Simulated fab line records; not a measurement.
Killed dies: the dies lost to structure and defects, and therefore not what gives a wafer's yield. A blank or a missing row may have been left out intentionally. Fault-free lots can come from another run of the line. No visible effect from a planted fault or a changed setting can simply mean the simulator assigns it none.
Split-lot experiment :: flow n5 finfet :: 21 wafers read from 7 lots, route of 1938 steps

== ABOUT THE SPLIT ==
At N5_MOL_CONTACT_COAG_COAT_76 (time 60 s, resist thk 10 nm), the setting spin rpm was moved away from the recipe's 1500 rpm on 7 of the 21 wafers read, by -7.3% to +9.6%. The other wafers ran this setting at the recipe's value.

== FROM THE SPLIT TO THE READING: what the file shows between them, 7 steps ==
- N5_MOL_CONTACT_COAG_COAT_77: time 60 s, resist thk 10 nm
- N5_MOL_CONTACT_COAG_COAT_78: resist thk 40 nm
- N5_MOL_CONTACT_COAG_DESCUM_88: chemistry O2, time 7 s
- N5_MOL_CONTACT_COAG_ETCH_89: etches underlayer in N2/H2, target depth 13 nm, time 10.4 s
- N5_MOL_CONTACT_COAG_ETCH_90: etches SiARC in CF4, target depth 13 nm, time 21.7 s
- N5_MOL_CONTACT_COAG_ALD_131: deposits SiO2, target thk 5 nm, pulse time 1 s, co reactant pulse time 1 s
- N5_MOL_CONTACT_COAG_ETCHBACK_132: etches SiO2 in CHF3, target depth 10 nm, time 6.7 s

== THE READING ==
SiARC_of_MOL_CONTACT_COAG_COAT_76.thk nm (the simulator's own value, which no gauge read), in nm, at N5_MOL_CONTACT_COAG_ETCH_91 (etches SOC in N2/H2, target depth 60 nm, overetch 21 nm, time 101.2 s). The file does not state a usual value for it. Across the 14 wafers here that went through the recipe, the average is 5.8 nm and the standard deviation 0.091 nm.

wafer: L074.1
tool, chamber at the split: litho track-04, 0
spin rpm as run, rpm: 1395
against the recipe: -7.0%
SiARC_of_MOL_CONTACT_COAG_COAT_76.thk nm, nm: 6.2
against lot-mates on the recipe: +0.4

wafer: L074.3
tool, chamber at the split: litho track-04, 0
spin rpm as run, rpm: 1395
against the recipe: -7.0%
SiARC_of_MOL_CONTACT_COAG_COAT_76.thk nm, nm: 6.2
against lot-mates on the recipe: +0.4

wafer: L074.4
tool, chamber at the split: litho track-04, 0
spin rpm as run, rpm: 1500
against the recipe: recipe
SiARC_of_MOL_CONTACT_COAG_COAT_76.thk nm, nm: 5.8
against lot-mates on the recipe: -

wafer: L076.1
tool, chamber at the split: litho track-05, 0
spin rpm as run, rpm: 1500
against the recipe: recipe
SiARC_of_MOL_CONTACT_COAG_COAT_76.thk nm, nm: 5.8
against lot-mates on the recipe: -

wafer: L076.2
tool, chamber at the split: litho track-05, 0
spin rpm as run, rpm: 1500
against the recipe: recipe
SiARC_of_MOL_CONTACT_COAG_COAT_76.thk nm, nm: 5.8
against lot-mates on the recipe: -

wafer: L076.5
tool, chamber at the split: litho track-05, 0
spin rpm as run, rpm: 1500
against the recipe: recipe
SiARC_of_MOL_CONTACT_COAG_COAT_76.thk nm, nm: 5.6
against lot-mates on the recipe: -

wafer: L077.1
tool, chamber at the split: litho track-05, 0
spin rpm as run, rpm: 1500
against the recipe: recipe
SiARC_of_MOL_CONTACT_COAG_COAT_76.thk nm, nm: 5.8
against lot-mates on the recipe: -

wafer: L077.4
tool, chamber at the split: litho track-05, 0
spin rpm as run, rpm: 1605
against the recipe: +7.0%
SiARC_of_MOL_CONTACT_COAG_COAT_76.thk nm, nm: 5.4
against lot-mates on the recipe: -0.4

wafer: L077.5
tool, chamber at the split: litho track-05, 0
spin rpm as run, rpm: 1605
against the recipe: +7.0%
SiARC_of_MOL_CONTACT_COAG_COAT_76.thk nm, nm: 5.6
against lot-mates on the recipe: -0.2

wafer: L079.2
tool, chamber at the split: litho track-01, 0
spin rpm as run, rpm: 1644
against the recipe: +9.6%
SiARC_of_MOL_CONTACT_COAG_COAT_76.thk nm, nm: 5.4
against lot-mates on the recipe: -0.6

wafer: L079.3
tool, chamber at the split: litho track-01, 0
spin rpm as run, rpm: 1500
against the recipe: recipe
SiARC_of_MOL_CONTACT_COAG_COAT_76.thk nm, nm: 6
against lot-mates on the recipe: -

wafer: L079.6
tool, chamber at the split: litho track-01, 0
spin rpm as run, rpm: 1644
against the recipe: +9.6%
SiARC_of_MOL_CONTACT_COAG_COAT_76.thk nm, nm: 5.6
against lot-mates on the recipe: -0.4

wafer: L084.1
tool, chamber at the split: litho track-04, 0
spin rpm as run, rpm: 1500
against the recipe: recipe
SiARC_of_MOL_CONTACT_COAG_COAT_76.thk nm, nm: 5.8
against lot-mates on the recipe: -

wafer: L084.3
tool, chamber at the split: litho track-04, 0
spin rpm as run, rpm: 1500
against the recipe: recipe
SiARC_of_MOL_CONTACT_COAG_COAT_76.thk nm, nm: 5.8
against lot-mates on the recipe: -

wafer: L084.4
tool, chamber at the split: litho track-04, 0
spin rpm as run, rpm: 1500
against the recipe: recipe
SiARC_of_MOL_CONTACT_COAG_COAT_76.thk nm, nm: 5.8
against lot-mates on the recipe: -

wafer: L090.1
tool, chamber at the split: litho track-01, 0
spin rpm as run, rpm: 1500
against the recipe: recipe
SiARC_of_MOL_CONTACT_COAG_COAT_76.thk nm, nm: 5.8
against lot-mates on the recipe: -

wafer: L090.2
tool, chamber at the split: litho track-01, 0
spin rpm as run, rpm: 1391
against the recipe: -7.3%
SiARC_of_MOL_CONTACT_COAG_COAT_76.thk nm, nm: 6.2
against lot-mates on the recipe: +0.3

wafer: L090.6
tool, chamber at the split: litho track-01, 0
spin rpm as run, rpm: 1500
against the recipe: recipe
SiARC_of_MOL_CONTACT_COAG_COAT_76.thk nm, nm: 6
against lot-mates on the recipe: -

wafer: L091.1
tool, chamber at the split: litho track-05, 0
spin rpm as run, rpm: 1500
against the recipe: recipe
SiARC_of_MOL_CONTACT_COAG_COAT_76.thk nm, nm: 5.8
against lot-mates on the recipe: -

wafer: L091.3
tool, chamber at the split: litho track-05, 0
spin rpm as run, rpm: 1500
against the recipe: recipe
SiARC_of_MOL_CONTACT_COAG_COAT_76.thk nm, nm: 5.8
against lot-mates on the recipe: -

wafer: L091.6
tool, chamber at the split: litho track-05, 0
spin rpm as run, rpm: 1500
against the recipe: recipe
SiARC_of_MOL_CONTACT_COAG_COAT_76.thk nm, nm: 5.8
against lot-mates on the recipe: -

THE FIT
A straight line over all 21 wafers: SiARC_of_MOL_CONTACT_COAG_COAT_76.thk nm changes by -0.0436 nm for each +1% of spin rpm; r = -0.90; the points scatter about the line by 0.1 nm.
The same after taking each lot's own level away (the mean of its wafers on the recipe; 21 wafers): -0.05 nm for each +1%; r = -0.96; scatter 0.073 nm.
The reading moves by 0.48 nm for the largest change in spin rpm, on that fit.
The span of the lots' own levels, 5.73 to 6.00 nm, comes to 2.9 times the standard deviation stated above.
In other words, the slope is changed by the lot-to-lot level; the two fits disagree.
Check: with one of the wafers moved furthest among these (+9.6%) left out of the fit, the line predicts -0.436 nm for it against its lot-mates. Against them it came out at -0.6 nm.

== THE WHOLE CHAIN: every reading that the file lists as answering this split, in the file's order ==
step: N5_MOL_CONTACT_COAG_COAT_76
what it does: time 60 s, resist thk 10 nm
reading: SiARC_of_MOL_CONTACT_COAG_COAT_76.thk nm (the simulator's own value, which no gauge read)
change (the file's fit): -0.0508 nm for each +1% of the setting
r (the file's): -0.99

step: N5_MOL_CONTACT_COAG_ETCH_90
what it does: etches SiARC in CF4, target depth 13 nm, time 21.7 s
reading: etch rf on time s
change (the file's fit): withheld for each +1% of the setting
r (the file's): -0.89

step: N5_MOL_CONTACT_COAG_ETCH_90
what it does: etches SiARC in CF4, target depth 13 nm, time 21.7 s
reading: etch.depth nm (the simulator's own value, which no gauge read)
change (the file's fit): -0.0491 nm for each +1% of the setting
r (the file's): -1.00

step: N5_MOL_CONTACT_COAG_ETCH_91
what it does: etches SOC in N2/H2, target depth 60 nm, overetch 21 nm, time 101.2 s
reading: SiARC_of_MOL_CONTACT_COAG_COAT_76.thk nm (the simulator's own value, which no gauge read)
change (the file's fit): -0.0489 nm for each +1% of the setting
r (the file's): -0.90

== THE FILE'S OWN FIT ==
SiARC_of_MOL_CONTACT_COAG_COAT_76.thk nm changes by -0.0489 nm for each +1% of spin rpm, r = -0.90.
